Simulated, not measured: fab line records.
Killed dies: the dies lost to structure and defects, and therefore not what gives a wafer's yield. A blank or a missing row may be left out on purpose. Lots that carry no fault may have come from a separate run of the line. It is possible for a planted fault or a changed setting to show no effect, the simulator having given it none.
fab line records	flow nand-harc	part 1 of 2: steps 1 to 27 of 43
record lots=5	wafers=15	last-day=30
route steps=1302 shown A_M1@1171 A_BONDPAD@1202
lots with no fault: from the same line, run without faults
start-h: start of the lot's first displayed wafer, in hours after the record's first day	wait-h: time in hours since the lot's previous step	" as in the row above	L1.1+2: several wafers, shown together as one row	- no value, or no start was given	* or withheld: withheld	< > ~ a bound
route shown NAME@n: a module of which the file shows steps, and the number in the route of the first	usual: mean and standard deviation over wafers with no fault	same: alike in all rows	chamber/n: place in a boat	sites: per-site readings	_std_site: standard deviation across them	_edge_site: mean of outer sites minus mean of inner sites	radius-mm: for every site, how far away it sits from the centre of the wafer	mask NAME#n: copy n	behind: the last tool/chamber to shape the wafer	hold: why the lot was held/for how many hours/how that ended	device: the transistor (n, p or np) that didn't switch	end of line: the tests these same wafers got at the end of their route	for a step that has no rows: nothing shown but its recipe	killed: dies lost to structure and defects at the first sort, not the wafer's yield	map: shows each die of a wafer: x if killed, . if not, _ if none is there
set.NAME: the setting as run; set.NAME@STEP: as run at that earlier step	model.NAME: the simulator's own value behind a step, which no gauge read
lots at some steps of the route; a table a step, a row a wafer
services: the hour from which a tool's chamber was out of use, counted from the record's first day as start-h (under 0 if before that day), plus the number of hours and why
## steps
# step NHARC_A_M1_HMDS_02
# recipe time-s=30
lot.wafer	tool	chamber	start-h	wait-h
L082.1+3+5	litho-track-04	0	-	-
L081.1+3+6	litho-track-01	0	-	-
L084.4+5+6	litho-track-06	0	-	-
L088.1+2+4	litho-track-04	0	-	-
L089.1+3+6	litho-track-04	0	-	-
# step NHARC_A_M1_COAT_34
# recipe temp-c=200	time-s=65
lot.wafer	tool	chamber	start-h	wait-h
L082.1+3+5	litho-track-04	0	-	-
L081.1+3+6	litho-track-01	0	-	-
L084.4+5+6	litho-track-06	0	-	-
L088.1+2+4	litho-track-04	0	-	-
L089.1+3+6	litho-track-04	0	-	-
# step NHARC_A_M1_COAT_03
# recipe spin-rpm=1500	resist-thk-nm=90
lot.wafer	tool	chamber	start-h	wait-h
L082.1+3+5	litho-track-04	0	-	-
L081.1+3+6	litho-track-01	0	-	-
L084.4+5+6	litho-track-06	0	-	-
L088.1+2+4	litho-track-04	0	-	-
L089.1+3+6	litho-track-04	0	-	-
# step NHARC_A_M1_SOFTBAKE_04
# recipe temp-c=105	time-s=55
lot.wafer	tool	chamber	start-h	wait-h
L082.1+3+5	litho-track-04	0	-	-
L081.1+3+6	litho-track-01	0	-	-
L084.4+5+6	litho-track-06	0	-	-
L088.1+2+4	litho-track-04	0	-	-
L089.1+3+6	litho-track-04	0	-	-
# step NHARC_A_M1_EBR_05
lot.wafer	tool	chamber	start-h	wait-h
L082.1+3+5	litho-track-04	0	-	-
L081.1+3+6	litho-track-01	0	-	-
L084.4+5+6	litho-track-06	0	-	-
L088.1+2+4	litho-track-04	0	-	-
L089.1+3+6	litho-track-04	0	-	-
# step NHARC_A_M1_EXPOSE_06
# recipe na=1.35	target-cd-nm=120	dose-mj=75.13	mask-id=A_M1
lot.wafer	tool	chamber	start-h	wait-h	mask
L082.1+3+5	arfi-scanner-01	0	591.67	-	A_M1#0
L081.1+3+6	arfi-scanner-01	0	595.43	-	A_M1#0
L084.4+5+6	arfi-scanner-01	0	621.31	-	A_M1#0
L088.1+2+4	arfi-scanner-01	0	669.08	-	A_M1#0
L089.1+3+6	arfi-scanner-01	0	671.66	-	A_M1#0
# step NHARC_A_M1_PEB_07
# recipe peb-temp-c=100	peb-time-s=65
lot.wafer	tool	chamber	start-h	wait-h
L082.1+3+5	litho-track-01	0	591.73	0.1
L081.1+3+6	litho-track-04	0	595.49	0.1
L084.4+5+6	litho-track-04	0	621.36	0.0
L088.1+2+4	litho-track-01	0	669.14	0.1
L089.1+3+6	litho-track-06	0	671.72	0.1
# step NHARC_A_M1_DEVELOP_08
# recipe develop-time-s=35	dev-temp-c=23
lot.wafer	tool	chamber	start-h	wait-h
L082.1+3+5	litho-track-01	0	-	-
L081.1+3+6	litho-track-04	0	-	-
L084.4+5+6	litho-track-04	0	-	-
L088.1+2+4	litho-track-01	0	-	-
L089.1+3+6	litho-track-06	0	-	-
# step NHARC_A_M1_CD_MEAS_09
# recipe target-cd-nm=120	landing-energy-ev=500
# usual cd-nm=120.3/0.73
lot.wafer	tool	chamber	start-h	wait-h	cd-nm
L082.1	cd-sem-03	0	591.81	-	119.9
L082.3	"	0	"	"	120.4
L082.5	"	0	"	"	119.6
L081.1	cd-sem-03	0	595.57	-	120.3
L081.3	"	0	"	"	119.3
L081.6	"	0	"	"	120.1
L084.4	cd-sem-02	0	621.44	-	120.6
L084.5	"	0	"	"	119.7
L084.6	"	0	"	"	120.2
L088.1	cd-sem-02	0	669.22	-	120.7
L088.2	"	0	"	"	119.5
L088.4	"	0	"	"	120.4
L089.1	cd-sem-02	0	671.80	-	120.6
L089.3	"	0	"	"	120.5
L089.6	"	0	"	"	119.1
# step NHARC_A_M1_OVL_MEAS_10
# recipe pitch-nm=240
# usual overlay-x-nm=0.0/0.72	overlay-y-nm=0.0/0.84
lot.wafer	tool	chamber	start-h	wait-h	overlay-x-nm	overlay-y-nm
L082.1	overlay-02	-	591.90	-	-1.5	1.7
L082.3	"	-	"	"	-1.4	1.4
L082.5	"	-	"	"	-0.8	1.6
L081.1	overlay-02	-	595.66	-	-0.3	-1.0
L081.3	"	-	"	"	0.0	-1.1
L081.6	"	-	"	"	-0.3	-1.2
L084.4	overlay-01	-	621.52	-	0.0	-0.2
L084.5	"	-	"	"	0.7	0.3
L084.6	"	-	"	"	0.2	-0.8
L088.1	overlay-01	-	669.31	-	0.6	0.3
L088.2	"	-	"	"	0.7	-0.2
L088.4	"	-	"	"	0.3	0.5
L089.1	overlay-01	-	671.89	-	0.7	1.7
L089.3	"	-	"	"	0.3	1.7
L089.6	"	-	"	"	0.5	2.1
# step NHARC_A_M1_INSPECT_11
# usual raw-defect-count=85/35
lot.wafer	tool	chamber	start-h	wait-h	raw-defect-count
L082.1	defect-inspect-02	-	591.93	0.0	29
L082.3	"	-	"	"	28
L082.5	"	-	"	"	34
L081.1	defect-inspect-02	-	595.69	0.0	116
L081.3	"	-	"	"	106
L081.6	"	-	"	"	148
L084.4	defect-inspect-02	-	621.56	0.0	38
L084.5	"	-	"	"	37
L084.6	"	-	"	"	33
L088.1	defect-inspect-02	-	669.35	0.0	69
L088.2	"	-	"	"	56
L088.4	"	-	"	"	72
L089.1	defect-inspect-02	-	671.93	0.0	93
L089.3	"	-	"	"	96
L089.6	"	-	"	"	106
# step NHARC_A_M1_DESCUM_14
# recipe time-s=3	o2-flow-sccm=200	ar-flow-sccm=0	bias-power-w=0	chemistry=O2
# usual drypump-motor-current-A=5.9/0.42	o2-flow-sccm=200.0/0.6	oes-product-au=0.996/0.013	rf-vpp-V=57.8/0.94	showerhead-plenum-p-Torr=1.90/0.076	throttle-valve-pct=11.310/0.0097
lot.wafer	tool	chamber	start-h	wait-h	drypump-motor-current-A	o2-flow-sccm	oes-product-au	rf-hours-counter-h	rf-vpp-V	showerhead-plenum-p-Torr	throttle-valve-pct
L082.3	rie-diel-11	0	591.99	0.1	6.7	199.5	0.998	6.7	58.7	1.98	11.303
L082.1	"	2	"	"	6.0	200.6	1.010	7.1	59.1	2.06	11.306
L082.5	"	1	"	"	6.1	200.2	0.985	-	57.2	1.84	11.314
L081.1	rie-diel-11	2	595.75	0.1	6.0	200.2	1.013	7.1	57.8	2.06	11.309
L081.3	"	1	"	"	6.2	200.3	0.985	5.8	57.5	1.84	11.297
L081.6	"	3	"	"	5.1	199.8	0.996	-	57.8	2.04	11.310
L084.4	rie-diel-02	2	621.63	0.1	6.3	200.4	0.996	1.3	56.6	1.81	11.316
L084.6	"	1	"	"	5.8	199.9	0.992	-	57.4	1.82	11.320
L084.5	"	2	"	"	6.3	199.9	0.999	-	57.3	1.81	11.332
L088.1	rie-diel-02	1	669.41	0.1	5.8	199.2	0.996	3.0	58.0	1.82	11.308
L088.2	"	2	"	"	6.3	199.0	1.010	3.4	56.9	1.81	11.325
L088.4	"	3	"	"	5.7	200.3	0.998	3.3	58.3	1.95	11.305
L089.1	rie-diel-12	1	672.00	0.1	5.8	199.8	1.008	1.3	55.4	1.85	11.304
L089.3	"	3	"	"	5.1	200.3	0.978	2.1	58.2	1.97	11.316
L089.6	"	0	"	"	6.0	200.0	0.990	-	58.6	1.86	11.314
# step NHARC_A_M1_ETCH_35
# recipe target-depth-a=400	overetch-a=120	time-s=43.94	ion-energy-ev=200	n2-flow-sccm=150	h2-flow-sccm=150	ar-flow-sccm=0	rf-w=400	bias-w=150	chemistry=N2/H2
# usual drypump-motor-current-A=5.8/0.42	oes-product-au=0.994/0.014	rf-vpp-V=430.2/2.4	showerhead-plenum-p-Torr=2.03/0.083	throttle-valve-pct=14.172/0.01
lot.wafer	tool	chamber	start-h	wait-h	drypump-motor-current-A	oes-product-au	rf-hours-counter-h	rf-vpp-V	showerhead-plenum-p-Torr	throttle-valve-pct
L082.1	rie-diel-11	1	592.08	0.1	6.1	0.985	5.7	427.8	1.96	14.173
L082.3	"	2	"	"	6.0	1.007	7.1	435.1	2.20	14.181
L082.5	"	2	"	"	6.0	1.006	-	435.8	2.20	14.150
L081.1	rie-diel-11	3	595.84	0.1	5.1	0.992	7.4	433.8	2.17	14.178
L081.3	"	1	"	"	6.2	0.979	5.8	428.4	1.96	14.173
L081.6	"	0	"	"	6.7	1.002	-	433.4	2.11	14.180
L084.4	rie-diel-02	1	621.71	0.1	5.7	1.007	1.3	426.7	1.94	14.160
L084.6	"	3	"	"	5.7	0.996	-	431.9	2.08	14.168
L084.5	"	0	"	"	6.0	0.980	-	429.8	2.01	14.167
L088.2	rie-diel-02	0	669.50	0.1	6.0	0.980	2.9	429.1	2.01	14.169
L088.1	"	1	"	"	5.7	0.992	3.0	427.3	1.93	14.181
L088.4	"	3	"	"	5.7	0.985	3.3	432.0	2.08	14.141
L089.1	rie-diel-12	0	672.08	0.1	5.9	0.984	1.6	428.6	1.98	14.149
L089.3	"	1	"	"	5.8	1.007	1.3	427.5	1.97	14.171
L089.6	"	3	"	"	5.1	0.984	-	432.4	2.10	14.176
# step NHARC_A_M1_ETCH_15
# recipe target-depth-a=1825	time-s=91.2	c4f8-flow-sccm=withheld	ar-flow-sccm=400	rf-w=600	bias-w=300	chemistry=C4F8/Ar
# usual oes-product-au=0.948/0.023	rf-vpp-V=440.6/2.4
lot.wafer	tool	chamber	start-h	wait-h	oes-product-au	rf-hours-counter-h	rf-vpp-V
L082.1	rie-diel-11	1	-	-	0.911	5.7	438.4
L082.3	"	3	"	"	0.909	7.3	444.2
L082.5	"	0	"	"	0.918	-	445.1
L081.3	rie-diel-11	0	-	-	0.959	6.8	443.3
L081.1	"	1	"	"	0.950	5.8	438.9
L081.6	"	0	"	"	0.956	-	443.1
L084.4	rie-diel-02	0	-	-	0.949	1.1	440.0
L084.5	"	0	"	"	0.958	-	439.7
L084.6	"	1	"	"	0.967	-	438.5
L088.1	rie-diel-02	1	-	-	0.959	3.0	437.5
L088.4	"	2	"	"	0.980	3.4	436.1
L088.2	"	3	"	"	0.972	3.3	443.1
L089.3	rie-diel-12	3	-	-	0.958	2.2	440.7
L089.1	"	0	"	"	0.952	1.6	437.9
L089.6	"	2	"	"	0.959	-	440.6
# step NHARC_A_M1_CD_MEAS_16
# usual cd-nm=120.2/1.2
lot.wafer	tool	chamber	start-h	wait-h	cd-nm
L082.1	cd-sem-01	-	592.30	-	120.4
L082.3	"	-	"	"	120.5
L082.5	"	-	"	"	120.6
L081.1	cd-sem-01	-	596.06	-	121.1
L081.3	"	-	"	"	121.3
L081.6	"	-	"	"	120.8
L084.4	cd-sem-01	-	621.93	-	121.0
L084.5	"	-	"	"	120.0
L084.6	"	-	"	"	119.3
L088.1	cd-sem-01	-	669.71	-	120.5
L088.2	"	-	"	"	119.2
L088.4	"	-	"	"	120.6
L089.1	cd-sem-02	-	672.29	-	120.3
L089.3	"	-	"	"	119.6
L089.6	"	-	"	"	118.5
# step NHARC_A_M1_STRIP_18
# recipe power-w=1000	n2-flow-sccm=150	h2-flow-sccm=150	ar-flow-sccm=0	bias-w=0	chemistry=N2/H2
# usual drypump-motor-current-A=5.8/0.46	oes-product-au=0.994/0.016	rf-vpp-V=90.8/1	showerhead-plenum-p-Torr=2.05/0.092	throttle-valve-pct=14.171/0.0079
lot.wafer	tool	chamber	start-h	wait-h	drypump-motor-current-A	oes-product-au	rf-hours-counter-h	rf-vpp-V	showerhead-plenum-p-Torr	throttle-valve-pct
L082.3	rie-diel-12	3	592.37	0.1	5.1	0.972	8.0	91.0	2.10	14.172
L082.1	"	0	"	"	6.0	0.995	8.6	90.4	1.98	14.177
L082.5	"	3	"	"	5.1	0.981	-	91.8	2.10	14.167
L081.3	rie-diel-02	0	596.18	0.1	6.0	0.976	0.4	88.8	2.01	14.177
L081.1	"	1	"	"	5.7	1.001	0.6	90.2	1.94	14.190
L081.6	"	3	"	"	5.7	0.981	-	90.8	2.08	14.180
L084.4	rie-diel-12	3	622.05	0.1	5.0	0.994	10.2	91.4	2.10	14.176
L084.5	"	1	"	"	5.9	1.020	-	91.1	1.97	14.158
L084.6	"	2	"	"	5.6	0.983	-	91.0	2.01	14.160
L088.1	rie-diel-11	1	669.79	0.1	6.2	0.956	3.2	89.8	1.96	14.177
L088.2	"	3	"	"	5.1	0.995	3.1	92.0	2.17	14.174
L088.4	"	0	"	"	6.7	1.024	3.3	90.5	2.11	14.175
L089.3	rie-diel-02	1	672.37	0.1	5.8	0.998	3.1	89.0	1.93	14.172
L089.1	"	2	"	"	6.3	1.015	3.5	89.0	1.92	14.183
L089.6	"	1	"	"	5.8	1.002	-	91.4	1.93	14.179
# step NHARC_A_M1_ETCH_28
# recipe target-depth-a=300	over-etch-frac=0.3	time-s=72.99	ion-energy-ev=150	cf4-flow-sccm=50	n2-flow-sccm=100	ar-flow-sccm=150	rf-w=300	bias-w=100	chemistry=CF4/N2
# usual drypump-motor-current-A=5.8/0.49	oes-product-au=0.995/0.015	rf-vpp-V=314.4/2.1	showerhead-plenum-p-Torr=2.65/0.11	throttle-valve-pct=19.793/0.0088
# same over-etch-frac=0.3
lot.wafer	tool	chamber	start-h	wait-h	drypump-motor-current-A	oes-product-au	rf-hours-counter-h	rf-vpp-V	showerhead-plenum-p-Torr	throttle-valve-pct
L082.1	rie-diel-12	2	-	-	5.6	0.977	8.1	312.5	2.59	19.798
L082.3	"	3	"	"	5.1	0.981	8.0	315.5	2.70	19.795
L082.5	"	1	"	"	5.9	0.999	-	311.7	2.55	19.800
L081.3	rie-diel-02	0	-	-	6.0	0.976	0.4	312.3	2.59	19.798
L081.1	"	2	"	"	6.3	0.997	0.7	312.6	2.49	19.795
L081.6	"	3	"	"	5.7	0.992	-	315.4	2.68	19.799
L084.4	rie-diel-12	1	-	-	5.9	1.012	9.6	313.7	2.55	19.799
L084.5	"	1	"	"	5.8	1.014	-	312.0	2.55	19.784
L084.6	"	2	"	"	5.6	0.984	-	315.0	2.59	19.776
L088.4	rie-diel-11	2	-	-	6.0	1.000	3.1	315.9	2.81	19.786
L088.1	"	3	"	"	5.2	1.014	3.1	317.0	2.78	19.791
L088.2	"	1	"	"	6.1	0.974	3.3	312.0	2.53	19.793
L089.1	rie-diel-02	0	-	-	6.0	0.984	3.0	314.0	2.59	19.794
L089.3	"	1	"	"	5.7	0.988	3.2	310.5	2.50	19.784
L089.6	"	0	"	"	6.0	0.979	-	313.4	2.59	19.800
# step NHARC_A_M1_STRIP_19
# recipe time-s=600	temp-c=30	chemistry=post-etch-residue-remover
lot.wafer	tool	chamber	start-h	wait-h
L082.1+3+5	wet-bench-10	3,4,5	592.76	-
L081.6+3+1	wet-bench-08	3,5,6	596.53	-
L084.4+6+5	wet-bench-08	2,4,7	622.37	-
L088.1+2+4	wet-bench-08	1,4,6	670.16	-
L089.6+3+1	wet-bench-08	7,3,4	672.74	-
# step NHARC_A_M1_DEGAS_29
# recipe temp-c=250	time-s=60
# usual heater-power-w=337/30
lot.wafer	tool	chamber	start-h	wait-h	heater-power-w
L082.1	pvd-sputter-03	-	593.01	-	341
L082.3	"	-	"	"	352
L082.5	"	-	"	"	348
L081.3	pvd-sputter-02	-	596.82	-	301
L081.1	"	-	"	"	285
L081.6	"	-	"	"	288
L084.4	pvd-sputter-01	-	622.65	-	376
L084.5	"	-	"	"	351
L084.6	"	-	"	"	367
L088.1	pvd-sputter-01	-	670.43	-	340
L088.4	"	-	"	"	368
L088.2	"	-	"	"	300
L089.3	pvd-sputter-01	-	673.00	-	342
L089.1	"	-	"	"	335
L089.6	"	-	"	"	334
# step NHARC_A_M1_PRE_CLEAN_30
# recipe time-s=30	temp-c=280	gas=H2/He
# usual heater-power-w=413/37
lot.wafer	tool	chamber	start-h	wait-h	heater-power-w
L082.1	pvd-sputter-03	-	-	-	438
L082.3	"	-	"	"	388
L082.5	"	-	"	"	423
L081.3	pvd-sputter-02	-	-	-	468
L081.1	"	-	"	"	440
L081.6	"	-	"	"	335
L084.4	pvd-sputter-01	-	-	-	349
L084.6	"	-	"	"	412
L084.5	"	-	"	"	453
L088.2	pvd-sputter-01	-	-	-	455
L088.4	"	-	"	"	412
L088.1	"	-	"	"	427
L089.1	pvd-sputter-01	-	-	-	456
L089.3	"	-	"	"	420
L089.6	"	-	"	"	452
# step NHARC_A_M1_PVD_20
# recipe target-thk-a=50	bias-v=168.6	power-w=15000	chamber-pressure-pa=0.12	time-s=8.06	substrate-temp-c=50	material=TaN
# usual throttle-valve-pct=30.5/0.77
lot.wafer	tool	chamber	start-h	wait-h	throttle-valve-pct
L082.3	pvd-sputter-03	-	-	-	28.9
L082.1	"	-	"	"	30.1
L082.5	"	-	"	"	29.6
L081.1	pvd-sputter-02	-	-	-	31.4
L081.3	"	-	"	"	30.2
L081.6	"	-	"	"	31.1
L084.4	pvd-sputter-01	-	-	-	31.0
L084.6	"	-	"	"	30.3
L084.5	"	-	"	"	31.4
L088.2	pvd-sputter-01	-	-	-	31.1
L088.1	"	-	"	"	30.8
L088.4	"	-	"	"	30.2
L089.3	pvd-sputter-01	-	-	-	31.2
L089.1	"	-	"	"	30.6
L089.6	"	-	"	"	30.9
# step NHARC_A_M1_PVD_21
# recipe target-thk-a=300	chamber-pressure-pa=5	power-w=5000	substrate-temp-c=30	time-s=20.49	material=Cu
# usual throttle-valve-pct=30.5/0.78
lot.wafer	tool	chamber	start-h	wait-h	throttle-valve-pct
L082.3	pvd-sputter-03	-	-	-	29.0
L082.1	"	-	"	"	30.0
L082.5	"	-	"	"	29.6
L081.3	pvd-sputter-02	-	-	-	30.1
L081.1	"	-	"	"	31.4
L081.6	"	-	"	"	30.2
L084.4	pvd-sputter-01	-	-	-	31.1
L084.6	"	-	"	"	30.7
L084.5	"	-	"	"	30.1
L088.1	pvd-sputter-01	-	-	-	30.2
L088.2	"	-	"	"	31.1
L088.4	"	-	"	"	31.4
L089.3	pvd-sputter-01	-	-	-	31.3
L089.1	"	-	"	"	30.3
L089.6	"	-	"	"	31.3
# step NHARC_A_M1_ECD_22
# recipe target-thk-a=4000	bath-temp-c=25	material=Cu
lot.wafer	tool	chamber	start-h	wait-h
L082.1+3+5	ecd-cu-02	1,0,0	593.43	-
L081.1+3+6	ecd-cu-01	1	597.17	-
L084.4+6+5	ecd-cu-01	1,0,1	623.15	-
L088.1+2+4	ecd-cu-01	1,0,0	670.79	-
L089.1+3+6	ecd-cu-01	1,0,1	673.42	-
# step NHARC_A_M1_ANNEAL_31
# recipe temp-c=225	time-s=90
# usual wafer_temp_C_max=226.5/0.6
lot.wafer	tool	chamber	start-h	wait-h	wafer_temp_C_max
L082.1	rtp-anneal-01	0	593.76	0.3	226.9
L082.3	"	0	"	"	227.2
L082.5	"	0	"	"	227.6
L081.1	rtp-anneal-02	0	597.55	0.3	226.2
L081.3	"	0	"	"	226.0
L081.6	"	0	"	"	226.5
L084.4	rtp-anneal-02	0	623.56	-	225.8
L084.5	"	0	"	"	226.3
L084.6	"	0	"	"	226.1
L088.1	rtp-anneal-01	0	671.16	-	226.6
L088.2	"	0	"	"	226.5
L088.4	"	0	"	"	226.7
L089.1	rtp-anneal-01	0	673.74	-	227.4
L089.3	"	0	"	"	226.9
L089.6	"	0	"	"	226.8
# step NHARC_A_M1_CMP_23
# recipe t-overpolish-s=20	target-thk-nm=154.34
# usual motor-current-A=12.2/1.1	slurry-flow-ml-min=150.0/0.43	time-to-endpoint-s=30/3.6
# same t-overpolish-s=20
lot.wafer	tool	chamber	start-h	wait-h	motor-current-A	slurry-flow-ml-min	time-to-endpoint-s
L082.1	cmp-02	1	594.16	-	12.1	149.9	28
L082.3	"	3	"	"	10.0	150.2	24
L082.5	"	0	"	"	13.8	150.0	32
L081.3	cmp-03	0	597.93	-	12.2	149.4	31
L081.1	"	1	"	"	13.5	150.2	33
L081.6	"	3	"	"	10.6	149.1	36
L084.4	cmp-03	1	623.81	-	12.9	150.0	32
L084.5	"	3	"	"	10.8	149.9	35
L084.6	"	0	"	"	12.5	149.7	28
L088.1	cmp-02	0	671.51	-	11.8	150.1	29
L088.4	"	1	"	"	12.5	150.5	24
L088.2	"	3	"	"	10.2	150.5	21
L089.1	cmp-03	2	674.12	-	13.8	150.9	35
L089.3	"	3	"	"	10.7	149.3	35
L089.6	"	2	"	"	14.1	150.6	33
# step NHARC_A_M1_THK_MEAS_24
# recipe thk-meas-gauge=xrf
# usual thk-nm=154.8/1.7
lot.wafer	tool	chamber	start-h	wait-h	thk-nm
L082.1	film-metro-02	-	594.45	-	153.4
L082.3	"	-	"	"	153.1
L082.5	"	-	"	"	154.5
L081.1	film-metro-02	-	598.21	-	155.1
L081.3	"	-	"	"	153.1
L081.6	"	-	"	"	155.3
L084.4	film-metro-02	-	624.07	-	155.2
L084.5	"	-	"	"	155.2
L084.6	"	-	"	"	153.1
L088.1	film-metro-02	-	671.82	-	156.0
L088.2	"	-	"	"	154.7
L088.4	"	-	"	"	154.5
L089.1	film-metro-01	-	674.40	-	156.5
L089.3	"	-	"	"	157.3
L089.6	"	-	"	"	157.3
# step NHARC_A_M1_SRD_25
lot.wafer	tool	chamber	start-h	wait-h
L082.5+3+1	wet-bench-08	5,6,7	594.51	0.1
L081.6+1+3	wet-bench-08	3,6,7	598.26	0.0
L084.5+4+6	wet-bench-10	3,5,6	624.11	0.0
L088.1+2+4	wet-bench-08	0,1,5	671.86	0.0
L089.6+1+3	wet-bench-08	4,5,0	674.45	0.0
